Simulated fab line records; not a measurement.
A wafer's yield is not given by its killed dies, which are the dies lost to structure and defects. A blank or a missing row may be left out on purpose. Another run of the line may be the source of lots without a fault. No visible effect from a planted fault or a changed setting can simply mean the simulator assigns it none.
8D (eight disciplines) problem report, filled in by code + flow nand_harc + the parts of the form that need people (team, actions taken, sign-off) are left out

1. PROBLEM STATEMENT
Wafers without a fault read 156.6 W, standard deviation 0.41; heater_power_total_W at NHARC_P_M2_PEB_07 reads a mean of 161.2 W on 2 wafers belonging to 2 lots. That is +11 standard deviations from the usual mean.
The step: peb time 65 s.
First observed at day 14 05:09: wafer L216.2, on litho_track-06. The record has a number at this step for 33 wafers belonging to 11 lots. By rule, "out" or "out of limits" means more than 4 standard deviations away from the usual mean. The rest of the wafers with a number are treated as sound.

2. WHAT IT IS, WHAT IT ISN'T
| question                    | is                   | is not                                                                    |
|-----------------------------|----------------------|---------------------------------------------------------------------------|
| which readings at this step | heater_power_total_W | -                                                                         |
| which lots                  | L216, L217           | L197, L198, L201, L202, L204, L205, L206, L207, L219                      |
| which wafers of those lots  | L216.2, L217.5       | L216.3, L216.6, L217.4, L217.6                                            |
| read on which tools         | litho_track-06       | litho_track-01, litho_track-04                                            |
| when                        | from day 14 05:09    | up to then (26 sound wafers); but 5 sound wafers of L217, L219 came after |

3. WHAT RULES OUT EACH SUSPECT
Counting: a tool at a process step up to the reading stays a suspect if it ran every lot that is out. Sound lots after the first of them don't rule it out here, since some wafers of a struck lot are sound.
- litho_track-06 at NHARC_P_M2_PEB_07 (peb time 65 s): kept. Ran every lot that is out, first one L216 (day 14 05:09); last sound lot up to then L207 (day 10 12:20). Its own readings are out on those wafers: heater_power_total_W.
After counting, what remains is litho_track-06 at NHARC_P_M2_PEB_07.

4. THE CAUSE (what the simulator had put in)
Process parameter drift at NHARC_P_M2_PEB_07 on litho_track-06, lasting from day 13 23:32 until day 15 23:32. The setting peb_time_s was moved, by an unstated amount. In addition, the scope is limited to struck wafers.
After counting, this tool was the only one left.

5. THE EFFECT CHAIN, in route order
Rows list readings where the struck wafers' mean (over those with a number) sits beyond 3 standard deviations from the usual. Scope: only readings with a usual standard deviation given in the record; hours: median across lots of the time from each lot's start at the first step in this table that gives one to its start at this step; sigmas: change in usual standard deviations.
| hours | step              | reading              | usual   | on struck wafers | change | sigmas |
|-------|-------------------|----------------------|---------|------------------|--------|--------|
| 0     | NHARC_P_M2_PEB_07 | heater_power_total_W | 156.6 W | 161.2            | +4.7   | +11    |
It contains these process steps:
- NHARC_P_M2_PEB_07: peb time 65 s.

6. HOW IT WOULD HAVE BEEN CAUGHT EARLIER
The fault began at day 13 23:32; the first out-of-limits reading in this record came at day 14 05:09, 6 hours later.
